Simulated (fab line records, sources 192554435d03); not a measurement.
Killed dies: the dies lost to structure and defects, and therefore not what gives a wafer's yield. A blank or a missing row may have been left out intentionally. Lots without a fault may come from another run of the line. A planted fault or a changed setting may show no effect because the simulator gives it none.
Split-lot experiment -- flow n5-finfet -- on a route of 1938 steps: 7 lots, 21 wafers read

== THE SPLIT ITSELF ==
At N5_BEOL_M9_ETCH_65 (etches SiARC in CF4, target depth 15.6 nm, time 26 s), the setting bias-w was moved away from the recipe's 36 W on 6 of the 21 wafers read, by -11.1% to +10.0%. The other wafers ran this setting at the recipe's value.

The reading is taken at the split's own step.

== THE READING ==
rf-vpp-V, in V, at N5_BEOL_M9_ETCH_65 (etches SiARC in CF4, target depth 15.6 nm, time 26 s). A value of 184.4 V with a standard deviation of 1.3 V is what fault-free wafers of this fab line usually give.

wafer,"tool, chamber at the split","bias-w as run, W",against the recipe,"rf-vpp-V, V",against lot-mates on the recipe
L080.2,"rie-diel-03, 2",36,recipe,186.7,-
L080.3,"rie-diel-03, 0",36,recipe,186.2,-
L080.4,"rie-diel-03, 1",36,recipe,185.2,-
L081.1,"rie-diel-03, 3",38.34,+6.5%,191.6,+7.1
L081.4,"rie-diel-03, 0",38.34,+6.5%,193.2,+8.7
L081.5,"rie-diel-03, 2",36,recipe,184.5,-
L085.1,"rie-diel-01, 3",36,recipe,185.3,-
L085.2,"rie-diel-01, 2",36,recipe,183.1,-
L085.5,"rie-diel-01, 3",36,recipe,183.8,-
L086.2,"rie-diel-04, 3",36,recipe,183.9,-
L086.4,"rie-diel-04, 1",38.13,+5.9%,191.9,+8.0
L086.6,"rie-diel-04, 0",36,recipe,183.9,-
L089.3,"rie-diel-01, 0",39.59,+10.0%,197.2,+12.4
L089.4,"rie-diel-01, 3",36,recipe,184.8,-
L089.6,"rie-diel-01, 0",39.59,+10.0%,196.6,+11.8
L088.3,"rie-diel-04, 3",32,-11.1%,170.9,-12.6
L088.4,"rie-diel-04, 0",36,recipe,185.0,-
L088.5,"rie-diel-04, 3",36,recipe,182.0,-
L097.1,"rie-diel-01, 0",36,recipe,185.5,-
L097.3,"rie-diel-01, 1",36,recipe,185.8,-
L097.6,"rie-diel-01, 3",36,recipe,184.3,-

FIT RESULTS
A straight line over all 21 wafers: rf-vpp-V changes by +1.22 V for each +1% of bias-w; r = +0.98; the points scatter about the line by 1.1 V.
The same after taking each lot's own level away (the mean of its wafers on the recipe; 21 wafers): +1.2 V for each +1%; r = +0.99; scatter 0.8 V.
According to that fit, moving bias-w by its largest amount changes the reading by 13 V.
From 183.50 to 186.03 V: that is the span of the lots' own levels, equal to 1.9 times the standard deviation above.
So the lot-to-lot level changes the slope little: the two slopes agree.
Check: for one of the wafers moved furthest among these (-11.1%), held out of the fit, the line's prediction against its lot-mates is -13.6 V. It came out at -12.6 V against them.
Tool readings at the split's step, against how far the setting was moved: rf-vpp-V r = +0.98.

== OTHER SPLITS ON THESE WAFERS ==
Before the reading, these wafers also passed through other splits. Each is held against what the fit with the lots' levels taken away leaves over:
other split on the same wafers,wafers away from the commonest value,r with rf-vpp-V (lot level and that fit taken away)
N5_BEOL_M7_DESCUM_33 time-s,9,+0.23
N5_BEOL_M8_ILD_DEP_00 time-s,7,-0.31

== FILE'S OWN FIT ==
rf-vpp-V changes by +1.19 V for each +1% of bias-w, r = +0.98.
